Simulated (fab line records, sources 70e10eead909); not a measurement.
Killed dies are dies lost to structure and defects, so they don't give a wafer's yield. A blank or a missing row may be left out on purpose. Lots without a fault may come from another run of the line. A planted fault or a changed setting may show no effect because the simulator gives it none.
fab line records | flow nand_harc | part 2 of 2: steps 27 to 38 of 38
record lots=5 wafers=15 last_day=33
route steps=1302 shown A_BONDPAD@1222 HYBRID_BOND@1237 THIN_TSV@1244
lots that met no fault: from a run of the same line without faults
start_h: hours from the record's first day to the start of the lot's first wafer shown | wait_h: hours since the lot's step before | " the same as in the row above | L1.1+2: a row that stands for several wafers | - no value, or no start given | * or withheld: withheld | < > ~ a bound
route shown NAME@n: a module of which the file shows steps, and the number in the route of the first | usual: mean/standard deviation of fault-free wafers | same: alike in all rows | chamber/n: place in a boat | sites: the reading at each site | _std_site: their standard deviation | _edge_site: outer sites' mean less inner sites' | radius_mm: how far each site lies from the wafer's centre | mask NAME#n: copy n | behind: the tool/chamber that last shaped the wafer | hold: why the lot was held/for how many hours/how that ended | device: the transistor (n, p or np) that didn't switch | end of line: the same wafers' tests at the end of the route | a step without rows: its recipe alone | killed: dies lost to structure and defects at the first sort, not the wafer's yield | map: a wafer's dies, x killed, . not, _ none there
set.NAME: the setting as run; set.NAME@STEP: as run at that earlier step | model.NAME: the simulator's own value behind a step, which no gauge read
lots at some steps of the route; a table a step, a row a wafer
services: from which hour (start_h, from the record's first day; less than 0 if before it) a tool's chamber was out of use, for how many hours, and why
## steps
# step NHARC_THIN_TSV_DEP_43
# recipe target_thk_a=13285 temp_c=withheld pressure_torr=6.5 rf_w=900 teos_flow_sccm=161.4 flow_sccm=2650 target_thk_nm=1328.5 gas=O2 material=SiO2
# usual rf_fwd_power_W=897.7/2.5 showerhead_vpp_V=1831/77 throttle_valve_pct=16.0/0.41
# columns lot.wafer tool chamber start_h wait_h rf_fwd_power_W showerhead_vpp_V throttle_valve_pct
L076.2 pecvd-04 2 556.87 - 895.8 1793 16.4
L076.4 " 1 " " 896.5 1754 16.6
L076.5 " 0 " " 900.3 1862 15.8
L078.3 pecvd-01 0 608.23 - 894.9 1851 16.0
L078.1 " 1 " " 896.7 1806 15.5
L078.2 " 2 " " 900.3 1905 15.9
L090.4 pecvd-04 2 715.68 - 899.1 1809 16.1
L090.6 " 0 " " 899.2 1873 15.7
L090.5 " 1 " " 891.5 1755 16.7
L094.3 pecvd-01 1 736.57 - 899.9 1815 15.8
L094.2 " 2 " " 899.7 1920 16.0
L094.6 " 0 " " 896.9 1845 15.6
L096.1 pecvd-01 0 762.76 - 893.6 1831 15.7
L096.3 " 1 " " 897.5 1794 15.8
L096.2 " 2 " " 895.0 1922 15.9
# step NHARC_THIN_TSV_DEHYDRATE_04
# recipe temp_c=150 time_s=120
# columns lot.wafer tool chamber start_h wait_h
L076.2+4+5 litho_track-07 0 557.22 -
L078.1+2+3 litho_track-07 0 608.63 -
L090.4+5+6 litho_track-07 0 715.95 -
L094.2+3+6 litho_track-07 0 736.93 -
L096.1+2+3 litho_track-02 0 763.16 -
# step NHARC_THIN_TSV_HMDS_05
# recipe time_s=30
# columns lot.wafer tool chamber start_h wait_h
L076.2+4+5 litho_track-07 0 - -
L078.1+2+3 litho_track-07 0 - -
L090.4+5+6 litho_track-07 0 - -
L094.2+3+6 litho_track-07 0 - -
L096.1+2+3 litho_track-02 0 - -
# step NHARC_THIN_TSV_COAT_06
# recipe spin_rpm=*
# usual spin_speed_rpm=*
# columns lot.wafer tool chamber start_h wait_h spin_speed_rpm
L076.2 litho_track-07 0 - - *
L076.4 " 0 " " *
L076.5 " 0 " " *
L078.1 litho_track-07 0 - - *
L078.2 " 0 " " *
L078.3 " 0 " " *
L090.4 litho_track-07 0 - - *
L090.5 " 0 " " *
L090.6 " 0 " " *
L094.2 litho_track-07 0 - - *
L094.3 " 0 " " *
L094.6 " 0 " " *
L096.1 litho_track-02 0 - - *
L096.2 " 0 " " *
L096.3 " 0 " " *
# step NHARC_THIN_TSV_SOFTBAKE_07
# recipe temp_c=122 time_s=95
# columns lot.wafer tool chamber start_h wait_h
L076.2+4+5 litho_track-07 0 - -
L078.1+2+3 litho_track-07 0 - -
L090.4+5+6 litho_track-07 0 - -
L094.2+3+6 litho_track-07 0 - -
L096.1+2+3 litho_track-02 0 - -
# step NHARC_THIN_TSV_EBR_08
# columns lot.wafer tool chamber start_h wait_h
L076.2+4+5 litho_track-07 0 - -
L078.1+2+3 litho_track-07 0 - -
L090.4+5+6 litho_track-07 0 - -
L094.2+3+6 litho_track-07 0 - -
L096.1+2+3 litho_track-02 0 - -
# step NHARC_THIN_TSV_EXPOSE_09
# recipe na=0.55 dose_mj=30.7 mask_id=TSV
# usual stage_vel_mm_s=499.98/0.24
# columns lot.wafer tool chamber start_h wait_h mask stage_vel_mm_s
L076.2 krf_scanner-04 0 557.37 - TSV#0 500.14
L076.4 " 0 " " TSV#0 499.91
L076.5 " 0 " " TSV#0 499.94
L078.1 krf_scanner-02 0 608.90 - TSV#0 500.19
L078.2 " 0 " " TSV#0 499.77
L078.3 " 0 " " TSV#0 500.19
L090.4 krf_scanner-02 0 716.24 - TSV#0 500.04
L090.5 " 0 " " TSV#0 500.16
L090.6 " 0 " " TSV#0 500.07
L094.2 krf_scanner-02 0 737.21 - TSV#0 499.90
L094.3 " 0 " " TSV#0 499.74
L094.6 " 0 " " TSV#0 500.43
L096.1 krf_scanner-02 0 763.43 - TSV#0 500.32
L096.2 " 0 " " TSV#0 500.22
L096.3 " 0 " " TSV#0 499.77
# step NHARC_THIN_TSV_PEB_10
# recipe peb_temp_c=118 peb_time_s=85
# columns lot.wafer tool chamber start_h wait_h
L076.2+4+5 litho_track-02 0 557.43 0.1
L078.1+2+3 litho_track-07 0 608.97 0.1
L090.4+5+6 litho_track-03 0 716.29 0.0
L094.2+3+6 litho_track-03 0 737.27 0.1
L096.1+2+3 litho_track-07 0 763.49 0.1
# step NHARC_THIN_TSV_DEVELOP_11
# recipe time_s=70
# columns lot.wafer tool chamber start_h wait_h
L076.2+4+5 litho_track-02 0 - -
L078.1+2+3 litho_track-07 0 - -
L090.4+5+6 litho_track-03 0 - -
L094.2+3+6 litho_track-03 0 - -
L096.1+2+3 litho_track-07 0 - -
# step NHARC_THIN_TSV_CD_MEAS_12
# recipe target_cd_nm=1000 landing_energy_ev=500
# usual cd_nm=999/3.6
# columns lot.wafer tool chamber start_h wait_h cd_nm
L076.2 cd_sem-02 0 557.52 - 999
L076.4 " 0 " " 997
L076.5 " 0 " " 1001
L078.1 cd_sem-01 0 609.06 - 1001
L078.2 " 0 " " 995
L078.3 " 0 " " 997
L090.4 cd_sem-02 0 716.38 - 992
L090.5 " 0 " " 999
L090.6 " 0 " " 994
L094.2 cd_sem-01 0 737.36 - 997
L094.3 " 0 " " 995
L094.6 " 0 " " 995
L096.1 cd_sem-01 0 763.58 - 999
L096.2 " 0 " " 1001
L096.3 " 0 " " 997
# step NHARC_THIN_TSV_HARDBAKE_13
# recipe temp_c=125 time_s=80
# columns lot.wafer tool chamber start_h wait_h
L076.2+4+5 litho_track-07 0 557.60 -
L078.1+2+3 litho_track-02 0 609.14 -
L090.4+5+6 litho_track-02 0 716.47 -
L094.2+3+6 litho_track-02 0 737.44 -
L096.1+2+3 litho_track-02 0 763.66 -
# step NHARC_THIN_TSV_DESCUM_14
# recipe time_s=3 o2_flow_sccm=200 ar_flow_sccm=0 bias_power_w=0 chemistry=O2
# usual drypump_motor_current_A=5.89/0.26 oes_product_au=1.002/0.014 rf_vpp_V=57.6/0.92 showerhead_plenum_p_Torr=1.87/0.067 throttle_valve_pct=11.310/0.0095
# columns lot.wafer tool chamber start_h wait_h drypump_motor_current_A oes_product_au rf_hours_counter_h rf_vpp_V showerhead_plenum_p_Torr throttle_valve_pct
L076.4 rie_diel-09 0 557.69 - 6.00 1.016 2.7 58.6 1.79 11.310
L076.2 " 1 " " 5.69 1.013 2.4 57.6 2.01 11.319
L076.5 " 3 " " 6.02 1.003 - 57.5 1.84 11.300
L078.1 rie_diel-09 0 609.23 - 5.99 1.011 6.0 55.4 1.79 11.312
L078.3 " 1 " " 5.67 1.007 5.4 58.4 2.01 11.311
L078.2 " 2 " " 6.05 1.023 5.2 56.5 1.86 11.311
L090.4 rie_diel-09 3 716.54 - 6.06 1.007 1.1 58.5 1.84 11.314
L090.6 " 3 " " 6.06 1.003 - 57.5 1.84 11.296
L090.5 " 0 " " 5.94 1.031 - 56.7 1.79 11.312
L094.2 rie_diel-09 0 737.54 - 5.96 1.027 4.4 55.9 1.79 11.305
L094.3 " 1 " " 5.63 1.004 4.0 59.0 2.01 11.309
L094.6 " 3 " " 6.05 1.006 - 58.3 1.84 11.316
L096.1 rie_diel-08 3 763.74 - 5.50 0.998 0.8 57.4 1.86 11.317
L096.3 " 1 " " 5.85 0.984 1.3 59.0 1.88 11.294
L096.2 " 2 " " 6.25 0.980 1.1 56.2 1.80 11.301
## services
# columns tool chamber start_h hours kind
wet_bench-10 - 522.85 0.6 repair
rie_diel-05 0 548.11 2.9 repair
grinder-01 - 554.49 0.5 repair
furnace-01 - 567.90 1.9 repair
cmp-04 - 574.04 0.9 repair
grinder-01 - 575.98 28.1 repair
litho_track-02 - 577.00 7.0 pm
pvd_sputter-01 - 582.00 10.0 pm
rie_diel-05 - 583.60 9.0 pm
ecd_cu-02 - 596.04 8.0 pm
cmp-04 - 597.14 0.9 repair
rie_diel-05 1 599.62 6.9 repair
litho_track-07 - 601.00 7.0 pm
cmp-04 - 601.08 4.0 pm
rie_diel-03 3 614.82 6.3 repair
pvd_sputter-01 - 625.73 0.6 repair
wet_bench-08 - 646.40 8.0 pm
wet_bench-10 - 670.88 8.0 pm
cmp-04 - 691.07 0.7 repair
cmp-04 - 699.08 4.0 pm
pvd_sputter-01 - 740.82 4.2 repair
litho_track-02 - 752.00 7.0 pm
pvd_sputter-01 - 760.00 10.0 pm
rie_diel-05 - 760.60 9.0 pm
